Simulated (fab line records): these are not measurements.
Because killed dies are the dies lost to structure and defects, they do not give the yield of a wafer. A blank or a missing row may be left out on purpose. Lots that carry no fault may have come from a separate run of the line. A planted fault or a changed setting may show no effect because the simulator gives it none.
Which tool is to blame? | flow n5-finfet | 24 wafers from 9 lots sampled at 5 of the route's 1938 steps

== WHAT THE GAUGES READ, wafer by wafer ==
N5_BEOL_M4_RC_MEAS_101.
lot  | measured     | on        | DIBL_N (mV/V)
L856 | day 10 02:00 | prober-02 | 32.7 34.2 35.7
L858 | day 10 07:46 | prober-02 | 36.7 36.1 37.2
L863 | day 11 08:23 | prober-01 | 38.4 38.7
L864 | day 11 10:26 | prober-01 | 33.3 35.3
L866 | day 12 00:50 | prober-02 | 37.1 34.1 35.4
L867 | day 12 12:16 | prober-01 | 32.1 34.3
L868 | day 12 16:12 | prober-02 | 35.5 34.0 36.1
L869 | day 12 22:46 | prober-01 | 37.1 35.1 37.7
L873 | day 14 07:43 | prober-02 | 37.5 37.7 36.6

== TOOL THAT RAN EACH LOT (tool first, then ch and the chambers of the sampled wafers, then the start) ==
lot  | N5_HKMG_FIN_DESCUM_17             | N5_HKMG_FIN_ETCH_35               | N5_HKMG_FIN_STRIP_92              | N5_HKMG_FIN_ALD_71
L856 | rie-diel-05 ch 0,1,3, day 5 13:35 | rie-diel-05 ch 0,1,3, day 5 13:53 | rie-diel-05 ch 0,1,3, day 5 14:02 | ald-metal-02 ch 0,1,3, day 5 15:38
L858 | rie-diel-05 ch 0,2,3, day 5 23:08 | rie-diel-05 ch 0,2,3, day 5 23:26 | rie-diel-05 ch 0,2,3, day 5 23:35 | ald-metal-01 ch 0,1,2, day 6 01:15
L863 | rie-diel-06 ch 0,3, day 7 01:28   | rie-diel-06 ch 0,3, day 7 01:46   | rie-diel-06 ch 0,3, day 7 01:55   | ald-metal-01 ch 0,2, day 7 03:34
L864 | rie-diel-06 ch 0,2, day 7 11:03   | rie-diel-06 ch 0,2, day 7 11:22   | rie-diel-06 ch 0,2, day 7 11:31   | ald-metal-01 ch 1,3, day 7 13:08
L866 | rie-diel-05 ch 1,2, day 7 21:29   | rie-diel-05 ch 1,2, day 7 21:48   | rie-diel-05 ch 1,2, day 7 21:56   | ald-metal-04 ch 0,1, day 7 23:34
L867 | rie-diel-01 ch 2,3, day 8 07:14   | rie-diel-01 ch 2,3, day 8 07:32   | rie-diel-01 ch 2,3, day 8 07:41   | ald-metal-01 ch 0, day 8 09:25
L868 | rie-diel-01 ch 0,1,2, day 8 08:53 | rie-diel-01 ch 0,1,2, day 8 09:11 | rie-diel-01 ch 0,1,2, day 8 09:20 | ald-metal-04 ch 2,3, day 8 11:05
L869 | rie-diel-05 ch 1,3, day 8 15:48   | rie-diel-05 ch 1,3, day 8 16:06   | rie-diel-05 ch 1,3, day 8 16:15   | ald-metal-04 ch 1,3, day 8 17:51
L873 | rie-diel-06 ch 0,1,3, day 9 17:10 | rie-diel-06 ch 0,1,3, day 9 17:28 | rie-diel-06 ch 0,1,3, day 9 17:37 | ald-metal-02 ch 0,3, day 9 19:19
- N5_HKMG_FIN_DESCUM_17: chemistry O2, time 7.9 s.
- N5_HKMG_FIN_ETCH_35: etches SOC in N2/H2, target depth 215.8 nm, time 243.4 s.
- N5_HKMG_FIN_STRIP_92: strips SOC in N2/H2, time 20 s.
- N5_HKMG_FIN_ALD_71: deposits TiN, target thk 1 nm, pulse time 1 s, purge time 3 s.

== THE ANSWER, worked out from the rows above alone ==
Rule: what is usual is taken from the lots themselves. The widest of any qualifying gaps counts: lots, ordered by their means at a reading, are off when they make up no more than a third of the lots, leave a main group of 4 or more, and stand apart from it by 3 or more times the standard deviation of that group's means. If all means in a main group match to the digits the tables above print for the reading, that group is not used. A lot without any number at a reading at which 4 lots or more have one is off too. All remaining lots with rows at the step are treated as sound.
No lot is off at any reading shown: from this, nothing can be told.

== WHAT HAD BEEN PUT IN BY THE SIMULATOR ==
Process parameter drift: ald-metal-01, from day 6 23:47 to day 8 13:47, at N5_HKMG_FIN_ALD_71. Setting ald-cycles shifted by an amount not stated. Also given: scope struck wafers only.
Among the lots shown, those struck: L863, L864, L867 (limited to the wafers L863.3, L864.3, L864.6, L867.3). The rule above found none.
